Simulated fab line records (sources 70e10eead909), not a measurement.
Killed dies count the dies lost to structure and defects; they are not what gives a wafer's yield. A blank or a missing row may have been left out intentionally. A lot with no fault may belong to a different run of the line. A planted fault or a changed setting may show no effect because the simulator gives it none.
Which tool was responsible? | flow nand harc | 36 wafers from 12 lots sampled at 6 of the route's 1159 steps

== WHAT THE GAUGES SHOWED, per wafer ==
NHARC_A_SOURCE_PLATE_THK_MEAS_06: measures by ellipsometry.
lot  | measured     | on            | thk nm (nm)
L779 | day 8 01:02  | film metro-01 | 198.0 200.4 199.1
L780 | day 8 12:40  | film metro-02 | 197.8 199.0 200.5
L781 | day 8 12:40  | film metro-01 | 198.7 197.1 198.3
L786 | day 9 16:23  | film metro-01 | 200.2 200.3 198.6
L787 | day 9 21:02  | film metro-02 | 201.7 200.6 199.9
L790 | day 10 13:34 | film metro-02 | 201.2 198.5 201.0
L789 | day 10 13:34 | film metro-02 | 201.5 199.4 199.7
L788 | day 10 13:35 | film metro-01 | 201.9 201.6 200.3
L792 | day 11 07:31 | film metro-02 | 200.8 202.2 199.1
L791 | day 11 07:31 | film metro-01 | 199.4 199.2 197.5
L794 | day 11 07:31 | film metro-02 | 196.1 195.8 194.4
L800 | day 12 20:11 | film metro-01 | 203.1 203.5 203.6

NHARC_A_ONON_D1_THK_MEAS_08: measures by ellipsometry.
lot  | measured     | on            | thk nm (nm)
L779 | day 8 02:49  | film metro-02 | 1001 1001 1002
L780 | day 8 14:46  | film metro-02 | 995 999 998
L781 | day 8 14:32  | film metro-02 | 1004 1003 1001
L786 | day 9 18:11  | film metro-01 | 1001 1000 999
L787 | day 9 22:49  | film metro-02 | 1002 999 999
L790 | day 10 15:22 | film metro-02 | 1022 1022 1022
L789 | day 10 15:26 | film metro-02 | 1003 1001 1004
L788 | day 10 15:25 | film metro-01 | 1012 1012 1013
L792 | day 11 09:26 | film metro-01 | 1013 1013 1013
L791 | day 11 09:18 | film metro-02 | 667 666 999
L794 | day 11 09:39 | film metro-02 | 655 987 989
L800 | day 12 21:59 | film metro-01 | 1000 1001 1001

NHARC_END_SORT_01.
lot  | measured     | on        | killed at array | killed at other | killed at periphery | killed dies | killed open | killed short
L791 | day 23 03:17 | prober-01 | 673 675 14      | 3 0 2           | 1 2 3               | 677 677 19  | 4 1 3       | 0 2 2
L794 | day 23 21:08 | prober-02 | 675 13 20       | 0 1 0           | 2 3 1               | 677 17 21   | 6 2 5       | 1 3 2

== WHICH TOOL RAN EACH LOT (tool, then ch and the chambers of the sampled wafers, then the start) ==
lot  | NHARC_A_ZERO_WELL_ETCH_19          | NHARC_A_ZERO_WELL_ETCH_13        | NHARC_A_ONON_D1_DEP_06
L779 | rie diel-11 ch 0,2,3, day 7 02:51  | rie si-02 ch 1,2, day 7 02:58    | pecvd onon-02 ch 0, day 8 02:19
L780 | rie diel-11 ch 0,2, day 7 13:12    | rie si-02 ch 1,2,3, day 7 13:21  | pecvd onon-02 ch 0, day 8 14:19
L781 | rie diel-01 ch 0,2,3, day 7 17:18  | rie si-02 ch 0,2,3, day 7 17:27  | pecvd onon-03 ch 0, day 8 14:02
L786 | rie diel-02 ch 0,1,3, day 8 17:40  | rie si-03 ch 1,2, day 8 17:47    | pecvd onon-03 ch 0, day 9 17:44
L787 | rie diel-01 ch 0,1, day 8 23:24    | rie si-02 ch 1,2, day 8 23:32    | pecvd onon-03 ch 0, day 9 22:22
L790 | rie diel-02 ch 0,2,3, day 9 15:37  | rie si-02 ch 0,1,2, day 9 15:45  | pecvd onon-04 ch 0, day 10 14:52
L789 | rie diel-11 ch 0,2, day 9 16:28    | rie si-03 ch 1,3, day 9 16:35    | pecvd onon-03 ch 0, day 10 14:54
L788 | rie diel-02 ch 0,2,3, day 9 16:53  | rie si-06 ch 0,1,3, day 9 17:00  | pecvd onon-02 ch 0, day 10 14:56
L792 | rie diel-01 ch 2,3, day 10 09:04   | rie si-02 ch 0,1, day 10 09:11   | pecvd onon-02 ch 0, day 11 08:59
L791 | rie diel-02 ch 0,2, day 10 10:52   | rie si-06 ch 0,2,3, day 10 10:59 | pecvd onon-03 ch 0, day 11 08:47
L794 | rie diel-01 ch 0,2,3, day 10 11:10 | rie si-03 ch 0,1, day 10 11:17   | pecvd onon-03 ch 0, day 11 09:12
L800 | rie diel-01 ch 0,1,2, day 11 23:47 | rie si-06 ch 1,2, day 11 23:55   | pecvd onon-04 ch 0, day 12 21:36
- NHARC_A_ZERO_WELL_ETCH_19: etches the open film in N2/H2, target depth 80 nm, overetch 24 nm, time 87.88 s.
- NHARC_A_ZERO_WELL_ETCH_13: etches the open film in HBr/Cl2, target depth 120 nm, time 40.1 s.
- NHARC_A_ONON_D1_DEP_06: target thk 1000 nm.

== WHAT THE TOOLS THEMSELVES READ (means of the sampled wafers that have a number; where no wafer has one, the mark that the record gives instead) ==
NHARC_A_ZERO_WELL_ETCH_19.
lot  | tool        | bias w (W) | chamber pressure mTorr (mTorr) | drypump motor current A (A) | oes product au (a.u.) | rf vpp V (V) | showerhead plenum p Torr (Torr) | throttle valve pct (%)
L779 | rie diel-11 | 150.3      | 29.989                         | 6.0                         | 0.996                 | 433.0        | 2.12                            | 14.163
L780 | rie diel-11 | 150.6      | 29.988                         | 6.0                         | 0.994                 | 431.9        | 2.11                            | 14.167
L781 | rie diel-01 | 149.8      | 30.004                         | 6.0                         | 0.983                 | 430.8        | 2.06                            | 14.170
L786 | rie diel-02 | 150.0      | 30.003                         | 5.5                         | 1.004                 | 431.8        | 2.08                            | 14.171
L787 | rie diel-01 | 150.0      | 30.005                         | 6.1                         | 0.981                 | 433.1        | 2.13                            | 14.165
L790 | rie diel-02 | 149.8      | 30.009                         | 5.9                         | 0.995                 | 432.4        | 2.08                            | 14.169
L789 | rie diel-11 | 150.0      | 30.027                         | 5.4                         | 0.997                 | 433.2        | 2.14                            | 14.171
L788 | rie diel-02 | 150.3      | 29.998                         | 5.9                         | 0.987                 | 431.2        | 2.08                            | 14.166
L792 | rie diel-01 | 150.0      | 30.005                         | 5.8                         | 0.985                 | 430.0        | 2.02                            | 14.170
L791 | rie diel-02 | 149.9      | 30.024                         | 6.1                         | 0.990                 | 430.6        | 2.04                            | 14.180
L794 | rie diel-01 | 150.4      | 30.013                         | 6.0                         | 1.000                 | 431.3        | 2.06                            | 14.176
L800 | rie diel-01 | 150.1      | 29.967                         | 6.2                         | 0.981                 | 432.5        | 2.12                            | 14.170

NHARC_A_ZERO_WELL_ETCH_13.
lot  | tool      | bias w (W) | chamber pressure mTorr (mTorr) | drypump motor current A (A) | oes product au (a.u.) | throttle valve pct (%)
L779 | rie si-02 | 100.0      | 14.991                         | 5.6                         | 1.007                 | 26.408
L780 | rie si-02 | 99.9       | 15.001                         | 5.9                         | 1.002                 | 26.403
L781 | rie si-02 | 100.1      | 15.008                         | 5.6                         | 1.001                 | 26.400
L786 | rie si-03 | 100.0      | 14.990                         | 5.9                         | 1.003                 | 26.410
L787 | rie si-02 | 99.8       | 15.018                         | 5.7                         | 1.013                 | 26.413
L790 | rie si-02 | 99.9       | 15.019                         | 5.3                         | 1.012                 | 26.418
L789 | rie si-03 | 100.0      | 14.996                         | 5.3                         | 0.985                 | 26.404
L788 | rie si-06 | 100.3      | 14.998                         | 5.8                         | 1.002                 | 26.399
L792 | rie si-02 | 100.3      | 15.016                         | 5.3                         | 1.002                 | 26.402
L791 | rie si-06 | 100.2      | 15.002                         | 5.6                         | 1.007                 | 26.397
L794 | rie si-03 | 99.8       | 15.001                         | 6.0                         | 0.993                 | 26.410
L800 | rie si-06 | 99.7       | 15.002                         | 5.9                         | 1.000                 | 26.408

== THE ANSWER, worked out from the rows above alone ==
Rule: the usual values come from the lots themselves. The widest of any qualifying gaps counts: lots, ordered by their means at a reading, are off when they make up no more than a third of the lots, leave a main group of 4 or more, and stand apart from it by 3 or more times the standard deviation of that group's means. A main group whose means are all the same, to the digits that the tables above print for the reading, isn't used. A lot without any number at a reading at which 4 lots or more have one is off too. All remaining lots with rows at the step are treated as sound. After the gauges, taken in route order, come the tools' own readings; for these a lot's mean is taken, as printed above. At the first step where some lot is off, the reading lying furthest off is the one used; lots without a number count as furthest.
Off: L791, L794 (NHARC_A_ONON_D1_THK_MEAS_08, thk nm). For the main group the mean is 1005 nm and the standard deviation 7.5.
If a tool, at a process step before that reading, ran all the lots that are off and no sound lot after the first of them, it fits. Those tools and the gauges at NHARC_A_ONON_D1_THK_MEAS_08 are tried in the same way. This does not decide it: 2 tools fit, namely pecvd onon-03 at NHARC_A_ONON_D1_DEP_06 and film metro-02 at NHARC_A_ONON_D1_THK_MEAS_08.

== WHAT THE SIMULATOR HAD INSERTED ==
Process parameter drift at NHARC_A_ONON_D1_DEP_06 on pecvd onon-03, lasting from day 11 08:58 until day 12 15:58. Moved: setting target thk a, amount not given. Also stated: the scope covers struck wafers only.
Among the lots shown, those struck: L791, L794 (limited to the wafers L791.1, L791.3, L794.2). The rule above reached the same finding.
